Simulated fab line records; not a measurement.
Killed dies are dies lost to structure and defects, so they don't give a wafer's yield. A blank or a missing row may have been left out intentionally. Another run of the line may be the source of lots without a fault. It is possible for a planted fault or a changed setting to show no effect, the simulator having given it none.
Struck lot and sound lot, side by side    flow nandHarc    14 out of 1159 route steps
Sound: these wafers, L508.1, L508.5, L508.6. Wafers struck: L513.1, L513.2, L513.4. At the end, the cause is stated.
Each step with rows lists, per side, the tool, then ch with its chambers, then its first start. Under that, the readings that differ: sound wafers    struck wafers    difference of the means    sigmas: that difference in standard deviations of wafers without a fault.
alike: readings with means less than 2 such deviations apart, plus words and numbers identical on both sides. not compared: withheld readings, readings lacking a value on some wafer, bounds such as >300 that could conceal the same value, and numbers that have no deviation in the record and whose values overlap.
Wherever a step has rows on one side only, a row that says differs or no value, or a row with sigmas, the two part there. Numbers that don't overlap but have no deviation are shown without sigmas and don't part them. A reading missing from all wafers of one side parts the sides only when that side holds two or more wafers.

NHARC_P_BONDPAD_CD_MEAS_09: the cd target is 500 nm.
  sound on cdSem-03 ch 0, day 8 00:32; struck on cdSem-03 ch 0, day 9 17:52
  alike: cdNm
NHARC_P_BONDPAD_OVL_MEAS_38:
  sound on overlay-01, day 8 00:38; struck on overlay-02, day 9 17:59
reading          sound     struck  difference  sigmas
overlayYNm (nm)  -7 -7 -6  6 6 6   +13         +2
  alike: overlayXNm
then, 2 steps without rows for these wafers: NHARC_P_BONDPAD_HARDBAKE_10 (time 65 s); NHARC_P_BONDPAD_DESCUM_11 (chemistry O2, time 3 s).
NHARC_P_BONDPAD_ETCH_37: etches the open film in N2/H2, target depth 60 nm, overetch 18 nm, time 65.91 s.
  sound on rieDiel-02 ch 0,2,3, day 8 00:52; struck on rieDiel-02 ch 0,3, day 9 18:13
  alike: biasW, drypumpMotorCurrentA, oesProductAu, rfVppV, showerheadPlenumPTorr, throttleValvePct
  not compared: rfHoursCounterH
then, 1 step without rows for these wafers: NHARC_P_BONDPAD_ETCH_12 (etches the open film in CHF3/O2, target depth 200 nm, time 100 s).
NHARC_P_BONDPAD_CD_MEAS_13:
  sound on cdSem-01, day 8 01:04; struck on cdSem-02, day 9 18:28
  alike: cdNm
NHARC_P_BONDPAD_STRIP_15: strips in O2.
  sound on rieDiel-02 ch 0,2,3, day 8 01:12; struck on rieDiel-02 ch 2,3, day 9 18:32
  alike: drypumpMotorCurrentA, o2FlowSccm, oesProductAu, rfVppV, showerheadPlenumPTorr, throttleValvePct
  not compared: rfHoursCounterH
NHARC_P_BONDPAD_ETCH_24: etches the open film in CF4/N2, target depth 30 nm, time 72.99 s.
  sound on rieDiel-02 ch 0,3; struck on rieDiel-02 ch 0,2,3, day 9 18:44
  alike: biasW, drypumpMotorCurrentA, oesProductAu, rfVppV, showerheadPlenumPTorr, throttleValvePct
  not compared: rfHoursCounterH
then, 2 steps without rows for these wafers: NHARC_P_BONDPAD_STRIP_16 (strips in post etch residue remover, time 600 s); NHARC_P_BONDPAD_DEGAS_25 (time 60 s).
NHARC_P_BONDPAD_PRE_CLEAN_26: time 30 s.
  sound on pvdSputter-03; struck on pvdSputter-01
  alike: heaterPowerW
NHARC_P_BONDPAD_PVD_17: deposits TaN, target thk 5 nm, time 8.06 s.
  sound on pvdSputter-03, day 8 01:51; struck on pvdSputter-01, day 9 19:15
  no value came back on the struck wafers for biasV (V), cathodeDcPowerW (W), throttleValvePct (%), timeS (s); on the sound wafers biasV (V) reads 168.6 168.5 169.7
NHARC_P_BONDPAD_PVD_27: deposits Cu, target thk 30 nm, time 20.49 s.
  sound on pvdSputter-03; struck on pvdSputter-01
  alike: cathodeDcPowerW, chamberPressurePa, throttleValvePct

## WHERE THEY PART
Earliest at NHARC_P_BONDPAD_OVL_MEAS_38; latest, in this record, at NHARC_P_BONDPAD_PVD_17. Later steps at which nothing parts them and some readings are alike: NHARC_P_BONDPAD_PVD_27.

WHY: what the simulator had put in
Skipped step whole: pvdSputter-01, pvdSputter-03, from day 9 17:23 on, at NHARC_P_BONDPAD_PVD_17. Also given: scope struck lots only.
